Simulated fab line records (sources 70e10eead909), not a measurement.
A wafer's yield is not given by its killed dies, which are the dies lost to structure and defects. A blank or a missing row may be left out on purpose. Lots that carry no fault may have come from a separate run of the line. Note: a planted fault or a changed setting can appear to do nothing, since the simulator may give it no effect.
A struck lot beside a sound one    flow nand_harc    14 out of 1302 route steps
Sound: these wafers, L250.1, L250.4, L250.6. Struck: wafer L239.5 (left out: L239.3, L239.4 of the same lot, which were not struck); the cause appears at the end.
Per side, at each step with rows, come the tool, then ch with its chambers, and then its first start. Under that, the readings that differ: sound wafers    struck wafers    difference of the means    sigmas: that difference in standard deviations of wafers without a fault.
alike: words and numbers the same on both sides, and readings whose means are apart by under 2 such deviations; not compared: readings that were withheld, readings missing a value for some wafer, numbers with overlapping values and no deviation given by the record, and bounds like >300 which may hide the same value.
Wherever a step has rows on one side only, a row that says differs or no value, or a row with sigmas, the two part there. Numbers that don't overlap but have no deviation are shown without sigmas and don't part them. A reading that every wafer of one side lacks parts them only if that side has two wafers or more.

first, 1 step without rows for these wafers: NHARC_A_ONON_D1_DEP_06 (target thk 1000 nm).
NHARC_A_ONON_D1_THK_MEAS_08: measures by ellipsometry.
  struck on film_metro-01, day 11 05:39; sound on film_metro-01, day 15 18:04
  alike: thk_nm
then, no rows for these wafers at 1 step: NHARC_A_ONON_D1_DEP_09 (target thk 1000 nm).
NHARC_A_ONON_D1_THK_MEAS_11: measures by ellipsometry.
  struck on film_metro-02, day 11 06:13; sound on film_metro-01, day 15 18:38
  alike: thk_nm
then, no rows for these wafers at 1 step: NHARC_A_ONON_D1_DEP_12 (target thk 1000 nm).
NHARC_A_ONON_D1_THK_MEAS_14: measures by ellipsometry.
  struck on film_metro-01, day 11 06:47; sound on film_metro-01, day 15 19:12
  alike: thk_nm
then, 2 steps without rows for these wafers: NHARC_A_ONON_D1_ANNEAL_15 (time 3600 s); NHARC_A_ONON_D1_DEP_16 (target thk 1000 nm).
NHARC_A_ONON_D1_THK_MEAS_18: measures by ellipsometry.
  struck on film_metro-02, day 11 15:34; sound on film_metro-01, day 16 03:01
  alike: thk_nm
then, no rows for these wafers at 1 step: NHARC_A_ONON_D1_DEP_19 (target thk 1000 nm).
NHARC_A_ONON_D1_THK_MEAS_21: measures by ellipsometry.
  struck on film_metro-02, day 11 16:10; sound on film_metro-01, day 16 03:34
  alike: thk_nm
NHARC_A_ONON_D1_DEP_22: target thk 1000 nm.
  sound on pecvd_onon-01 ch 0, day 16 03:38; struck on pecvd_onon-04 ch 0, day 11 16:20
  alike: n2_flow_sccm, nh3_flow_sccm, sih4_flow_sccm
NHARC_A_ONON_D1_THK_MEAS_24: measures by ellipsometry.
  struck on film_metro-02, day 11 16:44; sound on film_metro-02, day 16 04:08
reading      sound           struck  difference  sigmas
thk_nm (nm)  1008 1006 1005  1154    +148        +15
then, no rows for these wafers at 1 step: NHARC_A_ONON_D1_DEP_25 (target thk 1000 nm).

## WHERE THEY PART
At NHARC_A_ONON_D1_THK_MEAS_24 and nowhere else, as far as this record goes.

WHY: what had been put in by the simulator
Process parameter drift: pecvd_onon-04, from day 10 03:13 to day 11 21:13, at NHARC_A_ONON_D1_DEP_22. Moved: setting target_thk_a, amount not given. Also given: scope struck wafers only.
